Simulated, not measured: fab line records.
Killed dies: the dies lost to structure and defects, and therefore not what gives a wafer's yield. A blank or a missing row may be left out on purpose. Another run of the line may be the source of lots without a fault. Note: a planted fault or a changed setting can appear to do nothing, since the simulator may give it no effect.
Which of the tools did it? + flow nandHarc + 36 wafers from 12 lots sampled at 6 of the route's 1159 steps

== WHAT THE GAUGES READ, wafer by wafer ==
NHARC_P_GATE_CD_MEAS_26: target cd 120 nm.
| lot  | measured     | on       | cdNm (nm)         |
|------|--------------|----------|-------------------|
| L277 | day 4 17:08  | cdSem-03 | 120.4 120.3 120.6 |
| L279 | day 5 09:53  | cdSem-03 | 119.5 119.4 119.6 |
| L292 | day 8 00:24  | cdSem-01 | 120.9 120.9 121.2 |
| L290 | day 8 00:35  | cdSem-03 | 121.5 121.9 121.8 |
| L291 | day 8 00:47  | cdSem-03 | 121.1 121.6 119.9 |
| L293 | day 8 17:27  | cdSem-01 | 120.6 119.7 118.9 |
| L294 | day 8 17:36  | cdSem-02 | 120.3 119.3 118.8 |
| L295 | day 9 09:11  | cdSem-02 | 121.0 119.9 121.5 |
| L297 | day 9 19:16  | cdSem-02 | 119.6 119.8 119.9 |
| L298 | day 10 01:13 | cdSem-01 | 120.1 120.0 121.3 |
| L299 | day 10 01:23 | cdSem-01 | 120.0 119.7 119.2 |
| L300 | day 10 11:31 | cdSem-02 | 120.0 120.9 120.8 |

NHARC_P_GATE_OVL_MEAS_27.
| lot  | measured     | on         | overlayXNm (nm) | overlayYNm (nm) |
|------|--------------|------------|-----------------|-----------------|
| L277 | day 4 17:13  | overlay-01 | -0.3 -1.0 -0.7  | -1.4 -1.0 -1.2  |
| L279 | day 5 09:59  | overlay-02 | 0.5 0.3 -0.5    | 0.6 0.3 0.3     |
| L292 | day 8 00:29  | overlay-01 | -0.2 -0.2 0.1   | -1.0 -1.0 -1.3  |
| L290 | day 8 00:40  | overlay-01 | 0.1 0.2 0.3     | -0.9 -1.0 -0.5  |
| L291 | day 8 00:53  | overlay-01 | 1.4 0.8 0.9     | -0.1 0.2 -0.5   |
| L293 | day 8 17:32  | overlay-01 | 0.3 0.6 0.2     | -0.1 0.2 0.3    |
| L294 | day 8 17:41  | overlay-01 | 0.4 -0.3 -0.6   | 0.5 0.4 0.1     |
| L295 | day 9 09:16  | overlay-02 | -1.2 -1.3 -1.1  | -0.5 0.2 -0.9   |
| L297 | day 9 19:22  | overlay-01 | 0.5 0.3 0.9     | -0.8 -1.0 -1.1  |
| L298 | day 10 01:19 | overlay-01 | -0.5 -0.7 -0.7  | 0.6 0.6 0.2     |
| L299 | day 10 01:28 | overlay-02 | 0.3 0.3 0.1     | 1.2 1.6 0.9     |
| L300 | day 10 11:36 | overlay-02 | -0.3 -0.2 0.4   | 0.9 0.5 1.0     |

NHARC_P_GATE_CD_MEAS_59: target cd 720 nm.
| lot  | measured     | on       | cdNm (nm)         |
|------|--------------|----------|-------------------|
| L277 | day 5 06:43  | cdSem-03 | 716.8 714.6 720.6 |
| L279 | day 6 00:17  | cdSem-01 | - - -             |
| L292 | day 8 16:20  | cdSem-02 | 716.5 715.3 717.9 |
| L290 | day 8 14:25  | cdSem-03 | 717.9 715.4 719.6 |
| L291 | day 8 22:40  | cdSem-01 | 717.2 715.6 720.1 |
| L293 | day 9 07:30  | cdSem-03 | 720.1 718.9 719.5 |
| L294 | day 9 07:40  | cdSem-03 | 718.4 720.3 723.1 |
| L295 | day 9 23:10  | cdSem-01 | 720.6 720.0 717.5 |
| L297 | day 10 08:59 | cdSem-02 | 718.3 719.4 722.0 |
| L298 | day 10 14:49 | cdSem-01 | 722.0 720.1 718.5 |
| L299 | day 10 15:13 | cdSem-01 | 722.0 718.4 722.5 |
| L300 | day 11 01:16 | cdSem-03 | 719.0 719.4 718.5 |

NHARC_END_SORT_01.
| lot  | measured     | on        | killedAtArray | killedAtOther | killedAtPeriphery | killedDies  | killedOpen | killedShort |
|------|--------------|-----------|---------------|---------------|-------------------|-------------|------------|-------------|
| L279 | day 19 23:23 | prober-02 | 25 27 23      | 2 2 0         | 650 648 654       | 677 677 677 | 2 3 6      | 0 0 2       |
| L292 | day 23 04:27 | prober-02 | 15 9 13       | 0 0 1         | 2 6 2             | 17 15 16    | 7 1 2      | 2 2 3       |

== TOOL THAT RAN EACH LOT (tool first, then ch and the chambers of the sampled wafers, then the start) ==
| lot  | NHARC_P_GATE_STRIP_108            | NHARC_P_GATE_EXPOSE_56           |
|------|-----------------------------------|----------------------------------|
| L277 | rieDiel-07 ch 0,1,3, day 4 17:59  | krfScanner-04 ch 0, day 5 06:34  |
| L279 | rieDiel-09 ch 0,2,3, day 5 11:05  | krfScanner-01 ch 0, day 6 00:08  |
| L292 | rieDiel-02 ch 0,1,3, day 8 01:20  | krfScanner-01 ch 0, day 8 16:11  |
| L290 | rieDiel-07 ch 1,2,3, day 8 01:26  | krfScanner-01 ch 0, day 8 14:16  |
| L291 | rieDiel-02 ch 0,1,3, day 8 01:42  | krfScanner-01 ch 0, day 8 22:31  |
| L293 | rieDiel-09 ch 0,1,3, day 8 18:31  | krfScanner-04 ch 0, day 9 07:21  |
| L294 | rieDiel-02 ch 0,3, day 8 18:35    | krfScanner-02 ch 0, day 9 07:31  |
| L295 | rieDiel-09 ch 0,1,3, day 9 10:14  | krfScanner-01 ch 0, day 9 23:01  |
| L297 | rieDiel-09 ch 0,1,3, day 9 20:12  | krfScanner-01 ch 0, day 10 08:49 |
| L298 | rieDiel-07 ch 1,2,3, day 10 02:02 | krfScanner-02 ch 0, day 10 14:39 |
| L299 | rieDiel-02 ch 0,1, day 10 02:11   | krfScanner-01 ch 0, day 10 15:03 |
| L300 | rieDiel-09 ch 0,1,2, day 10 12:20 | krfScanner-04 ch 0, day 11 01:07 |
- NHARC_P_GATE_STRIP_108: strips in O2.
- NHARC_P_GATE_EXPOSE_56: exposes mask P PSD, target cd 720 nm.

== WHAT THE TOOLS THEMSELVES READ (means of the sampled wafers that have a number; where no wafer has one, the mark that the record gives instead) ==
NHARC_P_GATE_STRIP_108.
| lot  | tool       | chamberPressureMTorr (mTorr) | drypumpMotorCurrentA (A) | o2FlowSccm (sccm) | oesProductAu (a.u.) | rfVppV (V) | showerheadPlenumPTorr (Torr) | throttleValvePct (%) |
|------|------------|------------------------------|--------------------------|-------------------|---------------------|------------|------------------------------|----------------------|
| L277 | rieDiel-07 | 60.02                        | 5.7                      | 499.2             | 0.995               | 57.9       | 3.66                         | 17.039               |
| L279 | rieDiel-09 | 59.97                        | 5.5                      | 500.5             | 0.996               | 58.1       | 3.64                         | 17.034               |
| L292 | rieDiel-02 | 60.05                        | 6.1                      | 500.4             | 0.999               | 57.4       | 3.43                         | 17.041               |
| L290 | rieDiel-07 | 59.98                        | 5.7                      | 499.2             | 0.997               | 57.7       | 3.66                         | 17.038               |
| L291 | rieDiel-02 | 59.99                        | 6.1                      | 499.7             | 1.001               | 58.2       | 3.43                         | 17.038               |
| L293 | rieDiel-09 | 59.94                        | 5.6                      | 499.2             | 1.000               | 57.1       | 3.62                         | 17.033               |
| L294 | rieDiel-02 | 60.02                        | 5.7                      | 499.3             | 0.987               | 57.3       | 3.29                         | 17.035               |
| L295 | rieDiel-09 | 60.07                        | 5.6                      | 499.6             | 1.010               | 58.2       | 3.62                         | 17.035               |
| L297 | rieDiel-09 | 59.98                        | 5.6                      | 499.2             | 0.997               | 58.0       | 3.62                         | 17.031               |
| L298 | rieDiel-07 | 60.01                        | 5.6                      | 500.1             | 1.000               | 58.2       | 3.65                         | 17.029               |
| L299 | rieDiel-02 | 60.02                        | 6.0                      | 498.4             | 0.997               | 58.2       | 3.42                         | 17.040               |
| L300 | rieDiel-09 | 59.93                        | 5.9                      | 498.0             | 0.998               | 58.8       | 3.65                         | 17.039               |

NHARC_P_GATE_EXPOSE_56.
| lot  | tool          | focusOffsetNm (nm) |
|------|---------------|--------------------|
| L277 | krfScanner-04 | -0.3               |
| L279 | krfScanner-01 | 0.5                |
| L292 | krfScanner-01 | 0.3                |
| L290 | krfScanner-01 | -0.3               |
| L291 | krfScanner-01 | 0.3                |
| L293 | krfScanner-04 | -0.4               |
| L294 | krfScanner-02 | 0.1                |
| L295 | krfScanner-01 | -0.1               |
| L297 | krfScanner-01 | 0.7                |
| L298 | krfScanner-02 | 0.2                |
| L299 | krfScanner-01 | 0.2                |
| L300 | krfScanner-04 | -0.2               |

== THE ANSWER, worked out from the rows above alone ==
Rule: what is usual is taken from the lots themselves. Put in order of their means at a reading, lots are off if they are a third of the lots or fewer, leave a main group of 4 or more, and stand apart from it by a gap of 3 or more times the standard deviation of the main group's means; of several such gaps the widest counts. The tables above print the reading to a certain number of digits; a main group whose means all agree to those digits is not used. A lot without any number at a reading at which 4 lots or more have one is off too. All remaining lots with rows at the step are treated as sound. The gauges are gone through in route order, then the tools' own readings, and for those a lot's mean is taken as printed above. The first step at which some lot is off is used, and at that step the reading that is off furthest; a lot without a number counts as furthest.
Off: L279 (NHARC_P_GATE_CD_MEAS_59, cdNm). Without a number there: L279. Main group: mean 719.0 nm, sd 1.4.
If a tool, at a process step before that reading, ran all the lots that are off and no sound lot after the first of them, it fits. Gauges at NHARC_P_GATE_CD_MEAS_59: tried the same way as those tools. Not one of the candidates tried fits.

== WHAT THE SIMULATOR HAD PUT IN ==
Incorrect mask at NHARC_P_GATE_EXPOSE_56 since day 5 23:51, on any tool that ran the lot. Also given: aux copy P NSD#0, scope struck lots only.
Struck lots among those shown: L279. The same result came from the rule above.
